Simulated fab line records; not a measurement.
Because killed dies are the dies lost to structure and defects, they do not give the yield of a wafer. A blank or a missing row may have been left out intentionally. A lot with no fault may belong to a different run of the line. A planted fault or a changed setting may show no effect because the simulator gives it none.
Matching of chambers :: flow nand harc :: rie diel-01 running NHARC_A_STAIRCASE_ETCH_292: 4 sister chambers
The step etches the open film in CF4/CHF3. 14 wafers are shown with their chamber, then 7 later ones without.

== WAFERS PAIRED WITH THEIR CHAMBERS ==
wafer: L076.2
chamber: 1
showerhead plenum p Torr (Torr): 1.64
drypump motor current A (A): 5.9
rf vpp V (V): 373.1

wafer: L076.5
chamber: 2
showerhead plenum p Torr (Torr): 1.50
drypump motor current A (A): 5.4
rf vpp V (V): 367.9

wafer: L076.6
chamber: 3
showerhead plenum p Torr (Torr): 1.47
drypump motor current A (A): 5.0
rf vpp V (V): 367.2

wafer: L080.2
chamber: 1
showerhead plenum p Torr (Torr): 1.63
drypump motor current A (A): 5.9
rf vpp V (V): 370.4

wafer: L080.4
chamber: 3
showerhead plenum p Torr (Torr): 1.47
drypump motor current A (A): 5.0
rf vpp V (V): 367.4

wafer: L080.5
chamber: 2
showerhead plenum p Torr (Torr): 1.49
drypump motor current A (A): 5.4
rf vpp V (V): 368.0

wafer: L083.1
chamber: 3
showerhead plenum p Torr (Torr): 1.47
drypump motor current A (A): 5.0
rf vpp V (V): 366.7

wafer: L083.2
chamber: 0
showerhead plenum p Torr (Torr): 1.51
drypump motor current A (A): 5.5
rf vpp V (V): 368.6

wafer: L083.5
chamber: 0
showerhead plenum p Torr (Torr): 1.51
drypump motor current A (A): 5.6
rf vpp V (V): 368.3

wafer: L089.2
chamber: 2
showerhead plenum p Torr (Torr): 1.49
drypump motor current A (A): 5.4
rf vpp V (V): 369.8

wafer: L089.4
chamber: 0
showerhead plenum p Torr (Torr): 1.51
drypump motor current A (A): 5.6
rf vpp V (V): 367.6

wafer: L089.5
chamber: 0
showerhead plenum p Torr (Torr): 1.51
drypump motor current A (A): 5.6
rf vpp V (V): 368.7

wafer: L093.1
chamber: 0
showerhead plenum p Torr (Torr): 1.51
drypump motor current A (A): 5.5
rf vpp V (V): 368.8

wafer: L093.4
chamber: 2
showerhead plenum p Torr (Torr): 1.49
drypump motor current A (A): 5.4
rf vpp V (V): 367.9

SIGNATURES (averages over the wafers above)
reading: showerhead plenum p Torr
chamber 0: 1.5100
chamber 1: 1.6350
chamber 2: 1.4925
chamber 3: 1.4700
scatter within a chamber: 0.00354

reading: drypump motor current A
chamber 0: 5.560
chamber 1: 5.900
chamber 2: 5.400
chamber 3: 5.000
scatter within a chamber: 0.0346

reading: rf vpp V
chamber 0: 368.400
chamber 1: 371.750
chamber 2: 368.400
chamber 3: 367.100
scatter within a chamber: 0.864
Rule: distance of a wafer from a chamber = root of the sum over the readings of ((wafer's reading minus chamber's mean) / reading's scatter) squared. If the next closest chamber is less than 2 further off than the closest, the wafer can't be placed; otherwise it belongs to the closest. The scatter is the square root of a quotient: the sum, over the shown wafers, of each reading's squared deviation from its chamber's mean, divided by wafers minus chambers.

== WAFERS MISSING THEIR CHAMBER ==
wafer: L093.5
showerhead plenum p Torr (Torr): 1.70
drypump motor current A (A): 5.1
rf vpp V (V): 375.3

wafer: L091.1
showerhead plenum p Torr (Torr): 1.49
drypump motor current A (A): 5.4
rf vpp V (V): 367.1

wafer: L091.2
showerhead plenum p Torr (Torr): 1.51
drypump motor current A (A): 5.6
rf vpp V (V): 368.9

wafer: L091.3
showerhead plenum p Torr (Torr): 1.63
drypump motor current A (A): 5.9
rf vpp V (V): 372.6

wafer: L095.2
showerhead plenum p Torr (Torr): 1.69
drypump motor current A (A): 5.0
rf vpp V (V): 375.5

wafer: L095.5
showerhead plenum p Torr (Torr): 1.51
drypump motor current A (A): 5.6
rf vpp V (V): 368.4

wafer: L095.6
showerhead plenum p Torr (Torr): 1.63
drypump motor current A (A): 6.0
rf vpp V (V): 371.6

== THE CHAMBER EACH PASSED THROUGH ==
wafer: L093.5
from the rows above: 1
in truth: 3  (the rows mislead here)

wafer: L091.1
from the rows above: 2
in truth: 2

wafer: L091.2
from the rows above: 0
in truth: 0

wafer: L091.3
from the rows above: 1
in truth: 1

wafer: L095.2
from the rows above: 1
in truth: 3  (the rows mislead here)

wafer: L095.5
from the rows above: 0
in truth: 0

wafer: L095.6
from the rows above: 1
in truth: 1
5 of 7 placed correctly. Can't be placed from these rows: 0. 2 placed wrongly.
